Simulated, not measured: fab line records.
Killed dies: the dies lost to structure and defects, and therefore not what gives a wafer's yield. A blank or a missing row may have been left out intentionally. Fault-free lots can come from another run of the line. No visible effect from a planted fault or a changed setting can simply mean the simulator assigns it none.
Chamber matching ; flow n5_finfet ; N5_FIN_SAQP_ETCH_64 on rie_si-02 has 4 sister chambers
The step etches SiO2 in CF4, target depth 1.5 nm. 14 wafers are shown with their chamber, then 7 later ones without.

== WAFERS, EACH WITH ITS CHAMBER ==
wafer;chamber;throttle_valve_pct (%);drypump_motor_current_A (A);oes_product_au (a.u.)
L074.1;0;22.03;5.3;1.022
L074.3;2;22.07;5.8;0.981
L074.5;3;21.73;5.6;0.998
L077.2;2;22.08;5.8;0.987
L077.4;1;21.80;6.4;1.012
L077.6;2;22.08;5.8;0.981
L078.1;0;22.06;5.3;1.026
L078.4;3;21.77;5.6;1.005
L078.6;0;22.04;5.4;1.024
L079.1;2;22.07;5.8;0.979
L079.2;3;21.77;5.5;0.988
L079.4;0;22.03;5.4;1.025
L080.1;2;22.08;5.8;0.978
L080.3;3;21.75;5.5;0.985

SIGNATURES (averages over the wafers above)
reading;chamber 0;chamber 1;chamber 2;chamber 3;scatter within a chamber
throttle_valve_pct;22.0400;21.8000;22.0760;21.7550;0.0135
drypump_motor_current_A;5.350;6.400;5.800;5.550;0.0447
oes_product_au;1.02425;1.01200;0.98120;0.99400;0.00558
Rule: a wafer's distance from a chamber is the root of the sum, over the readings, of the square of ((its reading less the chamber's mean) divided by the reading's scatter). If the next closest chamber is less than 2 further off than the closest, the wafer can't be placed; otherwise it belongs to the closest. The scatter is the square root of a quotient: the sum, over the shown wafers, of each reading's squared deviation from its chamber's mean, divided by wafers minus chambers.

== WAFERS WITHOUT THEIR CHAMBER ==
wafer;throttle_valve_pct (%);drypump_motor_current_A (A);oes_product_au (a.u.)
L080.4;22.02;5.4;1.000
L090.1;21.75;5.5;0.991
L090.4;22.06;5.8;0.980
L090.6;21.77;5.5;0.988
L091.1;22.04;5.4;1.017
L091.2;21.77;5.5;0.979
L091.4;22.07;5.8;0.975

== CHAMBER TAKEN BY EACH ==
wafer;from the rows above;in truth
L080.4;0;0
L090.1;3;3
L090.4;2;2
L090.6;3;3
L091.1;0;0
L091.2;3;3
L091.4;2;2
Placed correctly: 7 of 7. Number that these rows cannot place: 0. Placed wrongly: 0.
